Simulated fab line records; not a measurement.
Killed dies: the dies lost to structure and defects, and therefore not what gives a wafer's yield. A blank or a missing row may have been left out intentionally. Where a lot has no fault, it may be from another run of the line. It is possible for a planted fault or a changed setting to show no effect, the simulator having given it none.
Chamber matching    flow n5 finfet    N5_BEOL_M10_ETCH_66 on rie diel-04 has 4 sister chambers
The step etches SOC in N2/H2, target depth 120 nm, overetch 24 nm, time 180 s. 7 wafers are shown with their chamber, then 8 later ones without.

== WAFERS PAIRED WITH THEIR CHAMBERS ==
wafer   chamber  drypump motor current A (A)  showerhead plenum p Torr (Torr)
L077.6  3        5.4                          2.47
L081.5  1        5.1                          2.59
L081.6  0        6.0                          2.50
L087.1  0        5.9                          2.49
L087.2  1        5.1                          2.58
L087.3  2        4.8                          2.59
L090.2  2        4.8                          2.59

== WAFERS WITH NO CHAMBER GIVEN ==
wafer   drypump motor current A (A)  showerhead plenum p Torr (Torr)
L090.4  5.1                          2.58
L090.6  5.4                          2.46
L094.2  4.9                          2.59
L094.3  5.9                          2.49
L094.5  5.4                          2.45
L093.1  5.4                          2.45
L093.2  5.1                          2.58
L093.3  4.8                          2.59

== EACH ONE'S CHAMBER ==
wafer   from the rows above  in truth
L090.4  1                    1
L090.6  3                    3
L094.2  2                    2
L094.3  0                    0
L094.5  3                    3
L093.1  3                    3
L093.2  1                    1
L093.3  2                    2
8 of 8 placed correctly. Number that these rows cannot place: 0. Wrongly placed: 0.
How it was worked out, from the rows above alone: a wafer's distance from a chamber is the root of the sum, over the readings, of the square of ((its reading less the chamber's mean) divided by the reading's scatter). The wafer belongs to the nearest chamber; if the next one is less than 2 further off, it can't be placed. For every chamber, the mean is computed from those of its wafers that are shown. The scatter is the square root of a quotient: the sum, over the shown wafers, of each reading's squared deviation from its chamber's mean, divided by wafers minus chambers.
